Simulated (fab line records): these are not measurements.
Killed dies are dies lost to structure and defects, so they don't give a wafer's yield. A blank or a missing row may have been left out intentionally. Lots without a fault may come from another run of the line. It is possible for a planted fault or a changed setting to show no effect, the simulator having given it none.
Commonality check across tools -- flow n5-finfet -- Lots sampled 10, wafers sampled 27

REASON FOR OPENING
On 3 of the 10 lots, a flag is raised at N5_PASSIVATION_CD_MEAS_30 on the reading cd-nm. Fault-free wafers read 4000.1 nm, with a standard deviation of 1.3.
Rule: flag the lot when none of its wafers has a number, or when each of its wafers that has one lies beyond 4 standard deviations from that mean. As for the other lots, they are considered sound.

lot,measured,on,"cd-nm (nm), wafer by wafer",flag
L453,day 12 04:34,cd-sem-02,4001.8 4001.5 4000.5,
L455,day 13 06:34,cd-sem-03,4000.0 3999.6 4001.4,
L459,day 13 11:37,cd-sem-03,3996.8 3997.4 3997.1,
L460,day 13 12:44,cd-sem-03,3998.4 4000.8 3999.7,
L466,day 15 09:25,cd-sem-02,4033.5 4034.1,FLAGGED
L469,day 15 21:10,cd-sem-03,4035.5 4035.2,FLAGGED
L467,day 15 23:57,cd-sem-02,4033.2 4033.7,FLAGGED
L472,day 16 06:58,cd-sem-01,3998.1 3999.5 3999.7,
L473,day 16 21:19,cd-sem-01,4001.8 3999.4 3999.3,
L476,day 18 08:42,cd-sem-02,4002.5 3998.3 4001.1,
Average over the flagged lots: 4034.2 nm; offset from the usual +34.1 nm, equal to +26 standard deviations.

LOT BY LOT: THE TOOL USED
2 process steps preceding the reading are held in the record, out of 1938 steps in the route. Every cell lists first the tool, next ch and the chambers used by the sampled wafers, and last the start.
lot,flag,N5_PASSIVATION_VIA_ETCH_13,N5_PASSIVATION_EXPOSE_27
L453,,"rie-diel-03 ch 0,2, day 12 02:31","krf-scanner-02 ch 0, day 12 04:24"
L455,,"rie-diel-04 ch 0,1,2, day 13 04:07","krf-scanner-01 ch 0, day 13 06:23"
L459,,"rie-diel-02 ch 2,3, day 13 09:51","krf-scanner-02 ch 0, day 13 11:26"
L460,,"rie-diel-04 ch 1,2, day 13 11:16","krf-scanner-02 ch 0, day 13 12:34"
L466,FLAGGED,"rie-diel-02 ch 0,3, day 15 08:06","krf-scanner-02 ch 0, day 15 09:15"
L469,FLAGGED,"rie-diel-04 ch 1,2, day 15 19:42","krf-scanner-02 ch 0, day 15 20:59"
L467,FLAGGED,"rie-diel-04 ch 2,3, day 15 22:32","krf-scanner-02 ch 0, day 15 23:47"
L472,,"rie-diel-04 ch 1,2,3, day 16 05:01","krf-scanner-01 ch 0, day 16 06:47"
L473,,"rie-diel-04 ch 0,1,3, day 16 19:59","krf-scanner-01 ch 0, day 16 21:08"
L476,,"rie-diel-04 ch 0,3, day 18 07:29","krf-scanner-01 ch 0, day 18 08:32"
What the steps here do:
- N5_PASSIVATION_VIA_ETCH_13: etches SiO2 in CHF3/O2, target depth 660 nm, time 330 s.
- N5_PASSIVATION_EXPOSE_27: exposes mask PAD, defocus 0 nm.
- N5_PASSIVATION_CD_MEAS_30: target cd 4000 nm.

FLAGGED AGAINST TOTAL, ONE TOOL AT A TIME (gauges that did the reading follow at the end)
step,tool,lots run,flagged,share of the flagged lots,sound lots run after its first flagged lot
N5_PASSIVATION_VIA_ETCH_13,rie-diel-02,2,1,some,0
N5_PASSIVATION_VIA_ETCH_13,rie-diel-03,1,0,none,-
N5_PASSIVATION_VIA_ETCH_13,rie-diel-04,7,2,some,"3 (L472,L473,L476)"
N5_PASSIVATION_EXPOSE_27,krf-scanner-01,4,0,none,-
N5_PASSIVATION_EXPOSE_27,krf-scanner-02,6,3,all,0
N5_PASSIVATION_CD_MEAS_30,cd-sem-01,2,0,none,-
N5_PASSIVATION_CD_MEAS_30,cd-sem-02,4,2,some,1 (L476)
N5_PASSIVATION_CD_MEAS_30,cd-sem-03,4,1,some,0

WHAT THE TABLE PERMITS
Rows of the table that ran each flagged lot: 1, that is krf-scanner-02 at N5_PASSIVATION_EXPOSE_27.
- krf-scanner-02 at N5_PASSIVATION_EXPOSE_27: 3 of its 6 lots flagged. A fault beginning between L460 (day 13 12:34), its last sound lot, and L466 (day 15 09:15), its first flagged one, fits the data.
One tool is left: krf-scanner-02 at N5_PASSIVATION_EXPOSE_27.

WHAT HAD BEEN PUT IN BY THE SIMULATOR
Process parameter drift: krf-scanner-02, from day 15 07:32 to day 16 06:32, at N5_PASSIVATION_EXPOSE_27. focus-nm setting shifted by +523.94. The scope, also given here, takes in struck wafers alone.
Lots struck among those shown: L466, L469, L467. Same finding as the rule above.
